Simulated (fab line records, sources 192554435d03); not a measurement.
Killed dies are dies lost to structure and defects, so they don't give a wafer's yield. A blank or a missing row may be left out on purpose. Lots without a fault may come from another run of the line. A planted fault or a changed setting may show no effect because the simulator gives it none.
fab line records | flow n5_finfet
record lots=5 wafers=15 last_day=16
route steps=1938 shown HKMG_FIN@414
lots that met no fault: from a run of the same line without faults
start_h: hours from the record's first day to the start of the lot's first wafer shown | wait_h: hours since the lot's step before | " the same as in the row above | L1.1+2: a row that stands for several wafers | - no value, or no start given | * or withheld: withheld | < > ~ a bound
route shown NAME@n: a module of which the file shows steps, and the number in the route of the first | usual: mean/standard deviation of fault-free wafers | same: alike in all rows | chamber/n: place in a boat | sites: the reading at each site | _std_site: their standard deviation | _edge_site: outer sites' mean less inner sites' | radius_mm: how far each site lies from the wafer's centre | mask NAME#n: copy n | behind: the tool/chamber that last shaped the wafer | hold: why the lot was held/for how many hours/how that ended | device: the transistor (n, p or np) that didn't switch | end of line: the same wafers' tests at the end of the route | a step without rows: its recipe alone | killed: dies lost to structure and defects at the first sort, not the wafer's yield | map: a wafer's dies, x killed, . not, _ none there
set.NAME: the setting as run; set.NAME@STEP: as run at that earlier step | model.NAME: the simulator's own value behind a step, which no gauge read
lots at some steps of the route; a table a step, a row a wafer
services: from which hour (start_h, from the record's first day; less than 0 if before it) a tool's chamber was out of use, for how many hours, and why
## steps
# step N5_HKMG_FIN_RTA_80
# recipe temp_c=withheld time_s=2 ambient=N2 idle_temp_c=600 ramp_up_c_per_s=150 ramp_down_c_per_s=60 cool_to_c=600
# columns lot.wafer tool chamber start_h wait_h
L076.3+5+6 rtp_anneal-01 0 85.97 0.1
L077.3+4+6 rtp_anneal-01 0 95.90 0.2
L089.1+2+5 rtp_anneal-02 0 165.76 0.1
L092.1+3+6 rtp_anneal-02 0 180.98 0.1
L095.2+4+6 rtp_anneal-02 0 200.28 0.1
# step N5_HKMG_FIN_PRECLEAN_64
# recipe chemistry=dHF time_s=30 temp_c=25 dilution=withheld
# columns lot.wafer tool chamber start_h wait_h
L076.3+5+6 wet_bench-04 5,4,1 86.08 0.1
L077.3+4+6 wet_bench-03 7,2,1 96.00 0.1
L089.1+2+5 wet_bench-03 6,2,7 165.91 0.1
L092.1+3+6 wet_bench-03 2,6,5 181.13 0.1
L095.2+4+6 wet_bench-04 7,6,5 200.41 0.1
# step N5_HKMG_FIN_WET_ETCH_65
# recipe chemistry=TMAH temp_c=70 conc_wt_pct=5 target=a-Si stop_on=TiN time_s=49 target_depth_nm=3
# columns lot.wafer tool chamber start_h wait_h
L076.3+5+6 wet_bench-04 5,4,1 86.09 0.0
L077.3+4+6 wet_bench-03 7,2,1 96.01 0.0
L089.1+2+5 wet_bench-03 6,2,7 165.92 0.0
L092.1+3+6 wet_bench-03 2,6,5 181.14 0.0
L095.2+4+6 wet_bench-04 7,6,5 200.42 0.0
# step N5_HKMG_FIN_WET_ETCH_81
# recipe chemistry=SC1 target=TiN stop_on=HfO2 mix=1:1:5 temp_c=60 time_s=57 target_depth_nm=6
# columns lot.wafer tool chamber start_h wait_h
L076.3+5+6 wet_bench-04 5,4,1 86.10 0.0
L077.3+4+6 wet_bench-03 7,2,1 96.03 0.0
L089.1+2+5 wet_bench-03 6,2,7 165.93 0.0
L092.1+3+6 wet_bench-03 2,6,5 181.15 0.0
L095.2+4+6 wet_bench-04 7,6,5 200.43 0.0
# step N5_HKMG_FIN_WET_ETCH_82
# recipe chemistry=dHCl mix=1:10000 temp_c=25 target=La2O3 stop_on=HfO2 target_depth_nm=2 dry=ipa_marangoni rinse_time_s=30 rinse_temp_c=23
# columns lot.wafer tool chamber start_h wait_h
L076.3+5+6 wet_bench-04 5,4,1 86.13 0.0
L077.3+4+6 wet_bench-03 7,2,1 96.06 0.0
L089.1+2+5 wet_bench-03 6,2,7 165.97 0.0
L092.1+3+6 wet_bench-03 2,6,5 181.19 0.0
L095.2+4+6 wet_bench-04 7,6,5 200.46 0.0
# step N5_HKMG_FIN_ALD_36
# recipe material=TiN target_thk_a=10 temp_c=400 ald_precursor_family=TiCl4 ald_co_reactant=NH3 pulse_time_s=1 purge_time_s=3 co_reactant_purge_time_s=2 co_reactant_pulse_time_s=2 ald_cycles=47 pressure_torr=3
# usual heater_power_w=903/89 precursor_pulse_height_rel=1.001/0.022
# same co_reactant_purge_time_s=2
# columns lot.wafer tool chamber start_h wait_h heater_power_w precursor_pulse_height_rel
L076.3 ald_metal-03 1 86.19 0.0 833 0.992
L076.5 " 3 " " 845 1.003
L076.6 " 2 " " 1076 1.069
L077.3 ald_metal-02 1 96.12 0.0 871 1.017
L077.4 " 0 " " 823 1.001
L077.6 " 2 " " 864 1.023
L089.1 ald_metal-03 2 166.03 0.0 1145 1.012
L089.2 " 1 " " 856 1.008
L089.5 " 1 " " 850 1.034
L092.1 ald_metal-03 1 181.25 0.0 872 1.033
L092.3 " 3 " " 857 0.986
L092.6 " 0 " " 940 1.027
L095.2 ald_metal-02 1 200.52 0.0 868 1.001
L095.4 " 3 " " 899 1.028
L095.6 " 3 " " 936 0.992
# step N5_HKMG_FIN_THK_MEAS_70
# recipe thk_meas_gauge=xrf reads=HfO2_of_HKMG_FIN_HK_ALD_01
# usual HK_THK=1.599/0.022
# columns lot.wafer tool chamber start_h wait_h HK_THK[nm]
L076.3 film_metro-02 - 86.48 0.2 1.565
L076.5 " - " " 1.593
L076.6 " - " " 1.602
L077.3 film_metro-01 - 96.40 0.2 1.596
L077.4 " - " " 1.600
L077.6 " - " " 1.611
L089.1 film_metro-02 - 166.31 0.2 1.634
L089.2 " - " " 1.598
L089.5 " - " " 1.619
L092.1 film_metro-02 - 181.53 0.2 1.568
L092.3 " - " " 1.575
L092.6 " - " " 1.627
L095.2 film_metro-02 - 200.81 0.2 1.567
L095.4 " - " " 1.555
L095.6 " - " " 1.585
# step N5_HKMG_FIN_PWFM_ALD_03
# recipe material=TiN target_thk_a=20 temp_c=400 ald_precursor_family=TiCl4 ald_co_reactant=NH3 pulse_time_s=1 purge_time_s=3 co_reactant_purge_time_s=2 co_reactant_pulse_time_s=2 ald_cycles=91 pressure_torr=3
# usual heater_power_w=900/95 precursor_pulse_height_rel=1.003/0.02
# same co_reactant_purge_time_s=2
# columns lot.wafer tool chamber start_h wait_h heater_power_w precursor_pulse_height_rel
L076.3 ald_metal-01 2 86.51 0.0 886 1.018
L076.5 " 2 " " 877 1.019
L076.6 " 3 " " 899 1.016
L077.3 ald_metal-01 3 96.44 0.0 916 1.016
L077.4 " 0 " " 866 1.003
L077.6 " 3 " " 908 0.979
L089.1 ald_metal-02 3 166.35 0.0 926 1.002
L089.2 " 1 " " 866 0.989
L089.5 " 0 " " 818 1.031
L092.1 ald_metal-02 1 181.57 0.0 889 0.995
L092.3 " 0 " " 831 1.039
L092.6 " 1 " " 881 1.014
L095.2 ald_metal-03 1 200.84 0.0 863 1.011
L095.4 " 2 " " 1090 0.972
L095.6 " 2 " " 1098 0.997
# step N5_HKMG_FIN_COAT_29
# recipe resist=SOC temp_c=250 time_s=60 spin_rpm=1500 resist_thk_nm=300
# columns lot.wafer tool chamber start_h wait_h
L076.3+5+6 litho_track-02 0 86.98 0.2
L077.3+4+6 litho_track-02 0 96.91 0.2
L089.1+2+5 litho_track-02 0 166.82 0.2
L092.1+3+6 litho_track-05 0 182.04 0.2
L095.2+4+6 litho_track-02 0 201.31 0.2
# step N5_HKMG_FIN_COAT_30
# recipe resist=SiARC temp_c=220 time_s=60 spin_rpm=1500 resist_thk_nm=35
# columns lot.wafer tool chamber start_h wait_h
L076.3+5+6 litho_track-02 0 - -
L077.3+4+6 litho_track-02 0 - -
L089.1+2+5 litho_track-02 0 - -
L092.1+3+6 litho_track-05 0 - -
L095.2+4+6 litho_track-02 0 - -
# step N5_HKMG_FIN_COAT_06
# recipe resist=CAR-ArF spin_rpm=1500 resist_thk_nm=90
# columns lot.wafer tool chamber start_h wait_h
L076.3+5+6 litho_track-02 0 - -
L077.3+4+6 litho_track-02 0 - -
L089.1+2+5 litho_track-02 0 - -
L092.1+3+6 litho_track-05 0 - -
L095.2+4+6 litho_track-02 0 - -
# step N5_HKMG_FIN_EBR_08
# recipe solvent=PGMEA ebr_width_mm=1.5
# columns lot.wafer tool chamber start_h wait_h
L076.3+5+6 litho_track-02 0 - -
L077.3+4+6 litho_track-02 0 - -
L089.1+2+5 litho_track-02 0 - -
L092.1+3+6 litho_track-05 0 - -
L095.2+4+6 litho_track-02 0 - -
# step N5_HKMG_FIN_SOFTBAKE_07
# recipe temp_c=110 time_s=60 resist=CAR-ArF
# columns lot.wafer tool chamber start_h wait_h
L076.3+5+6 litho_track-02 0 - -
L077.3+4+6 litho_track-02 0 - -
L089.1+2+5 litho_track-02 0 - -
L092.1+3+6 litho_track-05 0 - -
L095.2+4+6 litho_track-02 0 - -
# step N5_HKMG_FIN_EXPOSE_09
# recipe mask_id=NWFM na=1.35 source_shape=conventional sigma_outer=0.8 polarization=unpolarized dose_mj=39.25
# usual exposure_dose_mJ_cm2=39.22/0.044
# columns lot.wafer tool chamber start_h wait_h mask exposure_dose_mJ_cm2
L076.3 arfi_scanner-01 0 87.24 - NWFM#0 39.17
L076.5 " 0 " " NWFM#0 39.13
L076.6 " 0 " " NWFM#0 39.18
L077.3 arfi_scanner-03 0 97.16 - NWFM#0 39.26
L077.4 " 0 " " NWFM#0 39.27
L077.6 " 0 " " NWFM#0 39.25
L089.1 arfi_scanner-01 0 167.06 - NWFM#0 39.19
L089.2 " 0 " " NWFM#0 39.20
L089.5 " 0 " " NWFM#0 39.19
L092.1 arfi_scanner-02 0 182.16 - NWFM#0 39.14
L092.3 " 0 " " NWFM#0 39.13
L092.6 " 0 " " NWFM#0 39.15
L095.2 arfi_scanner-01 0 201.56 - NWFM#0 39.13
L095.4 " 0 " " NWFM#0 39.14
L095.6 " 0 " " NWFM#0 39.16
# step N5_HKMG_FIN_PEB_10
# recipe peb_temp_c=withheld peb_time_s=60 resist=CAR-ArF
# columns lot.wafer tool chamber start_h wait_h
L076.3+5+6 litho_track-03 0 87.28 0.0
L077.3+4+6 litho_track-05 0 97.21 0.0
L089.1+2+5 litho_track-02 0 167.12 0.1
L092.1+3+6 litho_track-05 0 182.21 0.1
L095.2+4+6 litho_track-03 0 201.61 0.0
# step N5_HKMG_FIN_DEVELOP_11
# recipe develop_time_s=30 developer=TMAH resist=CAR-ArF dev_temp_c=23 rinse_liquid=diw dry=air_spin
# same develop_time_s=30
# columns lot.wafer tool chamber start_h wait_h
L076.3+5+6 litho_track-03 0 - -
L077.3+4+6 litho_track-05 0 - -
L089.1+2+5 litho_track-02 0 - -
L092.1+3+6 litho_track-05 0 - -
L095.2+4+6 litho_track-03 0 - -
# step N5_HKMG_FIN_CD_MEAS_12
# recipe target_cd_nm=92.8 landing_energy_ev=500 detector=se_inlens
# usual cd_nm=92.6/0.82
# same landing_energy_ev=500
# columns lot.wafer tool chamber start_h wait_h cd_nm
L076.3 cd_sem-01 0 87.35 - 92.1
L076.5 " 0 " " 91.9
L076.6 " 0 " " 92.2
L077.3 cd_sem-02 0 97.28 - 92.3
L077.4 " 0 " " 93.2
L077.6 " 0 " " 91.5
L089.1 cd_sem-01 0 167.19 - 93.9
L089.2 " 0 " " 92.3
L089.5 " 0 " " 93.0
L092.1 cd_sem-02 0 182.28 - 92.4
L092.3 " 0 " " 92.8
L092.6 " 0 " " 93.6
L095.2 cd_sem-01 0 201.68 - 92.3
L095.4 " 0 " " 91.8
L095.6 " 0 " " 92.2
# step N5_HKMG_FIN_OVL_MEAS_13
# recipe points_per_wafer=44
# usual NWFM_OVL=-0.3/0.72
# same points_per_wafer=44
# columns lot.wafer tool chamber start_h wait_h NWFM_OVL[nm]
L076.3 overlay-01 0 87.38 0.0 -0.1
L076.5 " 0 " " -0.3
L076.6 " 0 " " 0.6
L077.3 overlay-02 0 97.31 0.0 0.2
L077.4 " 0 " " -0.7
L077.6 " 0 " " -0.7
L089.1 overlay-01 0 167.22 0.0 -0.8
L089.2 " 0 " " -0.9
L089.5 " 0 " " -0.1
L092.1 overlay-02 0 182.31 0.0 0.2
L092.3 " 0 " " -0.9
L092.6 " 0 " " 0.6
L095.2 overlay-01 0 201.71 0.0 0.8
L095.4 " 0 " " 0.6
L095.6 " 0 " " 0.8
# step N5_HKMG_FIN_INSPECT_14
# recipe mode=adi inspect_instrument=macro
# usual raw_defect_count=2.0/1.4
# columns lot.wafer tool chamber start_h wait_h raw_defect_count
L076.3 defect_inspect-02 - 87.40 0.0 2
L076.5 " - " " 3
L076.6 " - " " 2
L077.3 defect_inspect-02 - 97.33 0.0 1
L077.4 " - " " 0
L077.6 " - " " 1
L089.1 defect_inspect-02 - 167.24 0.0 1
L089.2 " - " " 0
L089.5 " - " " 0
L092.1 defect_inspect-02 - 182.33 0.0 2
L092.3 " - " " 2
L092.6 " - " " 2
L095.2 defect_inspect-01 - 201.73 0.0 2
L095.4 " - " " 2
L095.6 " - " " 2
# step N5_HKMG_FIN_DESCUM_17
# recipe chemistry=O2 time_s=7.9 source_power_w=50 bias_power_w=20 pressure_mtorr=20 rf_frequency_hz=2.712e+07 temp_c=40 resist=CAR-ArF o2_flow_sccm=225
# usual bias_power_w=20.00/0.062 drypump_motor_current_A=5.7/0.48 oes_product_au=0.80/0.088 rf_vpp_V=243.8/1.6 showerhead_plenum_p_Torr=2.12/0.087 throttle_valve_pct=20.37/0.22
# columns lot.wafer tool chamber start_h wait_h bias_power_w drypump_motor_current_A oes_product_au rf_hours_counter_h rf_vpp_V showerhead_plenum_p_Torr throttle_valve_pct
L076.3 rie_diel-03 1 87.48 0.1 20.05 5.2 0.95 18 245.1 2.23 19.99
L076.5 " 2 " " 20.01 6.0 0.81 - 242.9 2.01 20.29
L076.6 " 3 " " 20.12 5.6 0.72 - 242.9 2.14 20.61
L077.3 rie_diel-01 0 97.36 0.0 19.96 6.5 0.88 38 243.9 2.17 20.42
L077.4 " 1 " " 20.01 5.7 0.72 169 241.7 2.01 20.41
L077.6 " 3 " " 20.03 5.7 0.75 - 242.9 2.14 20.19
L089.1 rie_diel-03 2 167.72 0.5 20.00 6.0 0.77 142 241.8 2.00 20.33
L089.2 " 1 " " 19.98 5.2 0.89 49 245.1 2.22 20.05
L089.5 " 1 " " 19.92 5.2 0.90 - 245.4 2.21 20.05
L092.1 rie_diel-03 3 182.37 0.0 19.89 5.6 0.69 204 244.1 2.13 20.67
L092.3 " 0 " " 19.91 6.3 0.71 181 243.8 2.18 20.76
L092.6 " 2 " " 20.06 6.0 0.77 - 241.5 2.00 20.34
L095.2 rie_diel-01 0 202.27 0.5 20.02 6.5 0.83 80 242.8 2.15 20.48
L095.4 " 2 " " 20.03 5.0 0.94 21 243.6 2.22 20.40
L095.6 " 3 " " 20.04 5.7 0.72 - 244.4 2.13 20.25
# step N5_HKMG_FIN_ETCH_31
# recipe chemistry=CF4 target=SiARC target_depth_a=455 mask_material=CAR-ArF time_s=75.8 ion_energy_ev=80 pressure_mtorr=40 source_w=545 bias_w=36 Ar_flow_sccm=100 cf4_flow_sccm=100 ends=cleared
# usual drypump_motor_current_A=5.7/0.48 etch_rf_on_time_s=74.6/2.3 oes_product_au=0.69/0.077 rf_vpp_V=184.4/1.4 showerhead_plenum_p_Torr=2.18/0.092 throttle_valve_pct=15.62/0.23
# columns lot.wafer tool chamber start_h wait_h drypump_motor_current_A etch_rf_on_time_s oes_product_au rf_hours_counter_h rf_vpp_V showerhead_plenum_p_Torr throttle_valve_pct
L076.3 rie_diel-03 1 87.51 0.0 5.2 71.4 0.82 18 184.9 2.29 15.37
L076.5 " 2 " " 6.0 72.9 0.70 - 183.8 2.07 15.51
L076.6 " 3 " " 5.6 77.3 0.60 - 184.7 2.24 16.11
L077.3 rie_diel-01 0 97.40 0.0 6.5 74.9 0.75 38 184.1 2.19 15.34
L077.4 " 1 " " 5.7 76.6 0.62 169 182.4 2.06 15.56
L077.6 " 3 " " 5.7 75.8 0.65 - 185.4 2.22 15.58
L089.1 rie_diel-03 2 167.76 0.0 6.0 72.5 0.67 142 183.7 2.06 15.56
L089.2 " 1 " " 5.2 71.3 0.78 49 186.6 2.28 15.43
L089.5 " 1 " " 5.2 71.3 0.77 - 185.7 2.28 15.43
L092.1 rie_diel-03 3 182.40 0.0 5.6 78.2 0.58 204 184.6 2.23 16.19
L092.3 " 0 " " 6.3 77.9 0.60 181 184.8 2.22 15.90
L092.6 " 2 " " 6.0 73.3 0.66 - 183.8 2.06 15.58
L095.2 rie_diel-01 0 202.31 0.0 6.5 75.3 0.69 80 184.4 2.18 15.41
L095.4 " 2 " " 5.0 76.2 0.79 21 185.3 2.29 15.63
L095.6 " 3 " " 5.7 75.9 0.62 - 184.3 2.21 15.65
# step N5_HKMG_FIN_ETCH_32
# recipe chemistry=N2/H2 target=SOC target_depth_a=2400 temp_c=40 time_s=300 ion_energy_ev=200 mask_material=SiARC pressure_mtorr=30 source_w=840 bias_w=150 n2_flow_sccm=200 h2_flow_sccm=200
# usual drypump_motor_current_A=5.7/0.48 oes_product_au=0.80/0.09 rf_vpp_V=525/3.1 showerhead_plenum_p_Torr=2.59/0.11 throttle_valve_pct=17.9/0.31
# columns lot.wafer tool chamber start_h wait_h drypump_motor_current_A oes_product_au rf_hours_counter_h rf_vpp_V showerhead_plenum_p_Torr throttle_valve_pct
L076.3 rie_diel-03 1 87.57 0.0 5.2 0.96 18 530 2.69 17.3
L076.5 " 2 " " 6.0 0.82 - 521 2.44 17.6
L076.6 " 3 " " 5.6 0.71 - 526 2.63 18.1
L077.3 rie_diel-01 0 97.45 0.0 6.5 0.87 38 524 2.60 17.6
L077.4 " 1 " " 5.8 0.74 169 521 2.44 17.9
L077.6 " 3 " " 5.7 0.76 - 527 2.69 18.1
L089.1 rie_diel-03 2 167.81 0.0 6.0 0.79 142 522 2.43 17.7
L089.2 " 1 " " 5.2 0.90 49 526 2.68 17.4
L089.5 " 1 " " 5.2 0.91 - 528 2.68 17.3
L092.1 rie_diel-03 3 182.46 0.0 5.6 0.68 204 527 2.61 18.2
L092.3 " 0 " " 6.2 0.71 181 527 2.65 18.3
L092.6 " 2 " " 6.0 0.79 - 520 2.43 17.7
L095.2 rie_diel-01 0 202.36 0.0 6.5 0.81 80 525 2.58 17.7
L095.4 " 2 " " 5.1 0.93 21 528 2.73 18.0
L095.6 " 3 " " 5.7 0.74 - 528 2.68 18.2
# step N5_HKMG_FIN_STRIP_33
# recipe chemistry=N2/H2 temp_c=40 n2_flow_sccm=200 h2_flow_sccm=200 rf_frequency_hz=6e+07
# columns lot.wafer tool chamber start_h wait_h
L076.3+5+6 rie_diel-03 1,2,3 87.75 0.1
L077.3+4+6 rie_diel-01 0,1,3 97.63 0.1
L089.1+2+5 rie_diel-03 2,1,1 167.99 0.1
L092.1+3+6 rie_diel-03 3,0,2 182.64 0.1
L095.2+4+6 rie_diel-01 0,2,3 202.54 0.1
# step N5_HKMG_FIN_STRIP_34
# recipe chemistry=CF4 resist=SiARC power_w=300 bias_power_w=75 pressure_mtorr=50 cf4_flow_sccm=150 rf_frequency_hz=6e+07
# usual bias_power_w=75.01/0.23 drypump_motor_current_A=5.7/0.48 oes_product_au=0.79/0.08 rf_vpp_V=271.7/1.8 showerhead_plenum_p_Torr=1.83/0.078 throttle_valve_pct=13.59/0.25
# columns lot.wafer tool chamber start_h wait_h bias_power_w drypump_motor_current_A oes_product_au rf_hours_counter_h rf_vpp_V showerhead_plenum_p_Torr throttle_valve_pct
L076.3 rie_diel-03 1 87.76 0.0 75.20 5.2 0.92 18 273.6 1.93 13.34
L076.5 " 2 " " 75.24 6.0 0.80 - 269.7 1.73 13.49
L076.6 " 3 " " 75.28 5.6 0.70 - 272.4 1.89 14.11
L077.3 rie_diel-01 0 97.64 0.0 75.15 6.5 0.85 38 271.5 1.83 13.23
L077.4 " 1 " " 75.18 5.7 0.73 169 270.6 1.72 13.53
L077.6 " 3 " " 75.11 5.7 0.75 - 273.9 1.86 13.54
L089.1 rie_diel-03 2 168.00 0.0 74.95 6.0 0.77 142 270.6 1.73 13.55
L089.2 " 1 " " 75.11 5.2 0.87 49 272.4 1.92 13.39
L089.5 " 1 " " 74.82 5.2 0.87 - 272.8 1.92 13.40
L092.1 rie_diel-03 3 182.65 0.0 75.03 5.6 0.69 204 272.9 1.88 14.18
L092.3 " 0 " " 75.05 6.2 0.71 181 271.9 1.86 13.89
L092.6 " 2 " " 74.93 6.0 0.76 - 270.6 1.72 13.57
L095.2 rie_diel-01 0 202.55 0.0 74.97 6.5 0.80 80 272.2 1.82 13.34
L095.4 " 2 " " 74.49 5.0 0.92 21 273.0 1.92 13.60
L095.6 " 3 " " 74.92 5.7 0.72 - 272.3 1.85 13.65
# step N5_HKMG_FIN_ETCH_35
# recipe chemistry=N2/H2 target=SOC target_depth_a=2158 ion_energy_ev=65 bias_w=5 source_w=3000 time_s=243.4 pressure_mtorr=30 n2_flow_sccm=200 h2_flow_sccm=200
# usual drypump_motor_current_A=5.7/0.48 oes_product_au=0.80/0.09 rf_vpp_V=142.0/1.2 showerhead_plenum_p_Torr=2.59/0.11 throttle_valve_pct=17.9/0.31
# columns lot.wafer tool chamber start_h wait_h drypump_motor_current_A oes_product_au rf_hours_counter_h rf_vpp_V showerhead_plenum_p_Torr throttle_valve_pct
L076.3 rie_diel-03 1 87.78 0.0 5.2 0.97 18 144.6 2.69 17.3
L076.5 " 2 " " 6.0 0.82 - 141.1 2.44 17.6
L076.6 " 3 " " 5.6 0.70 - 142.9 2.63 18.1
L077.3 rie_diel-01 0 97.66 0.0 6.5 0.88 38 143.0 2.60 17.6
L077.4 " 1 " " 5.7 0.73 169 139.8 2.44 17.9
L077.6 " 3 " " 5.7 0.77 - 142.5 2.69 18.1
L089.1 rie_diel-03 2 168.02 0.0 6.0 0.79 142 141.0 2.43 17.7
L089.2 " 1 " " 5.2 0.91 49 144.1 2.68 17.3
L089.5 " 1 " " 5.2 0.91 - 142.5 2.68 17.3
L092.1 rie_diel-03 3 182.67 0.0 5.6 0.69 204 142.6 2.61 18.2
L092.3 " 0 " " 6.3 0.71 181 141.4 2.65 18.3
L092.6 " 2 " " 6.0 0.78 - 139.5 2.43 17.7
L095.2 rie_diel-01 0 202.57 0.0 6.5 0.81 80 142.2 2.58 17.7
L095.4 " 2 " " 5.1 0.94 21 143.6 2.72 18.0
L095.6 " 3 " " 5.7 0.73 - 142.0 2.67 18.2
# step N5_HKMG_FIN_STRIP_92
# recipe chemistry=N2/H2 material=SOC time_s=20 power_w=500 temp_c=40 pressure_mtorr=50 rf_frequency_hz=6e+07 bias_power_w=8 h2_frac=0.5 n2_flow_sccm=300 h2_flow_sccm=300
# usual bias_power_w=7.995/0.026 drypump_motor_current_A=5.7/0.48 oes_product_au=0.80/0.091 rf_vpp_V=54.3/0.88 showerhead_plenum_p_Torr=3.42/0.14 throttle_valve_pct=19.0/0.47
# columns lot.wafer tool chamber start_h wait_h bias_power_w drypump_motor_current_A oes_product_au rf_hours_counter_h rf_vpp_V showerhead_plenum_p_Torr throttle_valve_pct
L076.3 rie_diel-03 1 87.93 0.1 8.004 5.2 0.96 18 53.3 3.55 18.2
L076.5 " 2 " " 7.985 6.0 0.82 - 52.9 3.23 18.5
L076.6 " 3 " " 7.964 5.6 0.70 - 54.2 3.46 19.3
L077.3 rie_diel-01 0 97.81 0.1 8.002 6.5 0.87 38 55.1 3.43 18.7
L077.4 " 1 " " 8.032 5.8 0.73 169 53.7 3.23 19.4
L077.6 " 3 " " 7.936 5.7 0.74 - 54.7 3.55 19.3
L089.1 rie_diel-03 2 168.17 0.1 7.972 6.0 0.78 142 53.4 3.21 18.5
L089.2 " 1 " " 8.012 5.2 0.90 49 54.1 3.53 18.2
L089.5 " 1 " " 7.951 5.2 0.90 - 54.0 3.53 18.2
L092.1 rie_diel-03 3 182.82 0.1 8.000 5.6 0.67 204 55.1 3.45 19.3
L092.3 " 0 " " 8.011 6.3 0.71 181 53.6 3.50 19.5
L092.6 " 2 " " 8.010 6.0 0.78 - 54.4 3.21 18.5
L095.2 rie_diel-01 0 202.72 0.1 7.980 6.5 0.81 80 54.2 3.41 18.8
L095.4 " 2 " " 7.986 5.1 0.94 21 55.6 3.59 19.5
L095.6 " 3 " " 7.995 5.7 0.72 - 53.7 3.53 19.4
# step N5_HKMG_FIN_WET_ETCH_18
# recipe chemistry=SC1 target=TiN mix=1:1:5 temp_c=* time_s=55 target_depth_nm=5.2 dry=ipa_marangoni rinse_time_s=30 rinse_temp_c=23
# columns lot.wafer tool chamber start_h wait_h
L076.3+5+6 wet_bench-04 0,7,3 88.02 0.1
L077.3+4+6 wet_bench-03 6,5,3 97.90 0.1
L089.1+2+5 wet_bench-02 2,5,4 168.25 0.1
L092.1+3+6 wet_bench-04 0,1,7 182.90 0.1
L095.2+4+6 wet_bench-02 4,6,7 202.81 0.1
# step N5_HKMG_FIN_STRIP_19
# recipe chemistry=N2/H2 power_w=2500 temp_c=300 h2_frac=0.65 time_s=360 pressure_mtorr=withheld n2_flow_sccm=1750 h2_flow_sccm=3250
# usual drypump_motor_current_A=5.9/0.43 heater_power_w=449/42
# columns lot.wafer tool chamber start_h wait_h drypump_motor_current_A heater_power_w rf_hours_counter_h
L076.3 plasma_asher-01 1 88.20 0.1 6.5 401 -
L076.5 " 1 " " 6.5 416 -
L076.6 " 0 " " 5.5 428 -
L077.3 plasma_asher-01 0 98.08 0.1 5.5 427 -
L077.4 " 1 " " 6.5 416 -
L077.6 " 1 " " 6.5 408 -
L089.1 plasma_asher-02 1 168.32 0.0 5.6 502 115
L089.2 " 0 " " 5.9 497 115
L089.5 " 1 " " 5.6 494 -
L092.1 plasma_asher-01 1 182.96 0.0 6.5 412 58
L092.3 " 0 " " 5.6 432 -
L092.6 " 1 " " 6.5 394 -
L095.2 plasma_asher-01 1 202.88 0.0 6.5 400 61
L095.4 " 0 " " 5.5 442 -
L095.6 " 0 " " 5.5 425 -
# step N5_HKMG_FIN_ALD_91
# recipe material=TiN target_thk_a=10 temp_c=400 ald_precursor_family=TiCl4 ald_co_reactant=NH3 pulse_time_s=1 purge_time_s=3 co_reactant_purge_time_s=2 co_reactant_pulse_time_s=2 ald_cycles=47 pressure_torr=3
# usual heater_power_w=893/85 precursor_pulse_height_rel=0.999/0.021
# same co_reactant_purge_time_s=2
# columns lot.wafer tool chamber start_h wait_h heater_power_w precursor_pulse_height_rel
L076.3 ald_metal-01 1 88.46 0.1 723 1.018
L076.5 " 0 " " 847 0.991
L076.6 " 3 " " 909 0.982
L077.3 ald_metal-03 0 98.35 0.2 963 0.986
L077.4 " 3 " " 809 1.017
L077.6 " 2 " " 1126 0.993
L089.1 ald_metal-02 2 168.70 0.3 851 1.015
L089.2 " 1 " " 884 1.002
L089.5 " 2 " " 834 0.977
L092.1 ald_metal-01 1 183.35 0.3 732 0.998
L092.3 " 0 " " 860 0.983
L092.6 " 0 " " 877 1.021
L095.2 ald_metal-02 1 203.32 0.3 863 1.024
L095.4 " 2 " " 845 1.014
L095.6 " 2 " " 817 0.967
# step N5_HKMG_FIN_COAT_85
# recipe resist=SOC temp_c=250 time_s=60 spin_rpm=1500 resist_thk_nm=300
# columns lot.wafer tool chamber start_h wait_h
L076.3+5+6 litho_track-05 0 88.75 0.2
L077.3+4+6 litho_track-03 0 98.64 0.2
L089.1+2+5 litho_track-02 0 168.97 0.2
L092.1+3+6 litho_track-02 0 183.62 0.2
L095.2+4+6 litho_track-05 0 203.60 0.2
# step N5_HKMG_FIN_ETCH_86
# recipe chemistry=N2/H2 target=SOC target_depth_a=3932 stop_on=TiN ion_energy_ev=100 bias_w=61 pressure_mtorr=30 source_w=850 n2_flow_sccm=200 h2_flow_sccm=200
# usual drypump_motor_current_A=5.7/0.46 oes_product_au=0.78/0.083 rf_vpp_V=241.2/1.6 showerhead_plenum_p_Torr=2.58/0.11 throttle_valve_pct=17.9/0.33
# columns lot.wafer tool chamber start_h wait_h drypump_motor_current_A oes_product_au rf_hours_counter_h rf_vpp_V showerhead_plenum_p_Torr throttle_valve_pct
L076.3 rie_diel-03 3 88.91 - 5.6 0.71 170 242.5 2.63 18.1
L076.5 " 0 " " 6.3 0.74 - 242.2 2.67 18.2
L076.6 " 1 " " 5.2 0.92 - 242.2 2.69 17.3
L077.3 rie_diel-04 0 98.69 - 5.6 0.92 11 243.4 2.73 17.8
L077.4 " 1 " " 5.8 0.97 5 241.6 2.49 17.7
L077.6 " 3 " " 5.1 0.71 - 239.1 2.46 18.0
L089.1 rie_diel-03 2 169.10 - 6.0 0.77 142 238.5 2.43 17.6
L089.2 " 1 " " 5.2 0.88 50 242.4 2.68 17.3
L089.5 " 3 " " 5.6 0.68 - 241.6 2.61 18.2
L092.1 rie_diel-01 3 183.77 - 5.7 0.73 189 241.6 2.68 18.1
L092.3 " 0 " " 6.5 0.82 71 240.5 2.59 17.6
L092.6 " 0 " " 6.5 0.81 - 241.8 2.59 17.6
L095.2 rie_diel-03 0 203.99 - 6.2 0.70 194 242.8 2.65 18.3
L095.4 " 3 " " 5.6 0.68 213 242.1 2.61 18.2
L095.6 " 3 " " 5.7 0.68 - 241.1 2.61 18.2
## services
# columns tool chamber start_h hours kind
wet_bench-04 - 64.24 4.4 pm
arfi_scanner-01 - 75.80 0.9 repair
arfi_scanner-02 - 80.38 4.9 pm
arfi_scanner-03 - 85.69 3.1 pm
arfi_scanner-01 - 97.43 17.3 pm
plasma_asher-02 - 98.70 0.7 repair
arfi_scanner-02 - 107.20 1.0 pm
arfi_scanner-01 - 114.76 1.0 pm
arfi_scanner-01 - 115.76 1.3 pm
ald_metal-01 - 116.59 52.6 repair
rie_diel-01 1 119.12 7.1 repair
arfi_scanner-02 - 120.69 0.8 pm
arfi_scanner-01 - 129.64 1.0 pm
arfi_scanner-03 - 130.76 1.3 pm
ald_metal-03 3 136.57 3.6 repair
arfi_scanner-03 - 136.59 1.0 pm
arfi_scanner-01 - 139.69 0.6 repair
rie_diel-03 0 159.33 1.3 repair
arfi_scanner-01 - 162.20 2.7 repair
ald_metal-01 2 180.97 12.1 repair
arfi_scanner-01 - 183.94 0.8 pm
wet_bench-02 - 184.61 6.7 repair
rie_diel-03 1 185.26 8.8 repair
rie_diel-03 3 194.43 6.1 repair
## key
fault none
